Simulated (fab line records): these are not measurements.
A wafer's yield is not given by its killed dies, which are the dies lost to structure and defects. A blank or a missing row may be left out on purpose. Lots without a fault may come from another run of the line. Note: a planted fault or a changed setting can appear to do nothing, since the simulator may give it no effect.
Chamber matching	flow nand-harc	NHARC_P_ZERO_WELL_ETCH_65 on rie-diel-12 has 4 sister chambers
The step etches the open film in N2/H2, target depth 80 nm, overetch 24 nm, time 87.88 s. 8 wafers are shown with their chamber, then 7 later ones without.

== WAFERS PAIRED WITH THEIR CHAMBERS ==
wafer	chamber	drypump-motor-current-A (A)	showerhead-plenum-p-Torr (Torr)
L910.2	0	6.1	2.13
L910.5	3	5.7	2.11
L910.6	0	6.0	2.13
L912.2	1	5.7	1.97
L912.4	2	5.4	2.01
L912.6	2	5.4	2.01
L922.1	3	5.7	2.09
L922.3	1	5.7	1.96

== WAFERS WHOSE CHAMBER IS MISSING ==
wafer	drypump-motor-current-A (A)	showerhead-plenum-p-Torr (Torr)
L922.5	5.4	2.00
L926.2	5.7	2.09
L926.3	5.4	2.00
L926.5	6.1	2.12
L929.2	5.7	1.95
L929.3	6.1	2.11
L929.4	5.4	1.99

== CHAMBER TAKEN BY EACH ==
wafer	from the rows above	in truth
L922.5	2	2
L926.2	3	3
L926.3	2	2
L926.5	0	0
L929.2	1	1
L929.3	0	0
L929.4	2	2
7 of 7 placed correctly. Can't be placed from these rows: 0. Placed wrongly: 0.
How it was worked out, from the rows above alone: a wafer's distance from a chamber is the root of the sum, over the readings, of the square of ((its reading less the chamber's mean) divided by the reading's scatter). The wafer belongs to the nearest chamber; if the next one is less than 2 further off, it can't be placed. For every chamber, the mean is computed from those of its wafers that are shown. The scatter is the square root of a quotient: the sum, over the shown wafers, of each reading's squared deviation from its chamber's mean, divided by wafers minus chambers.
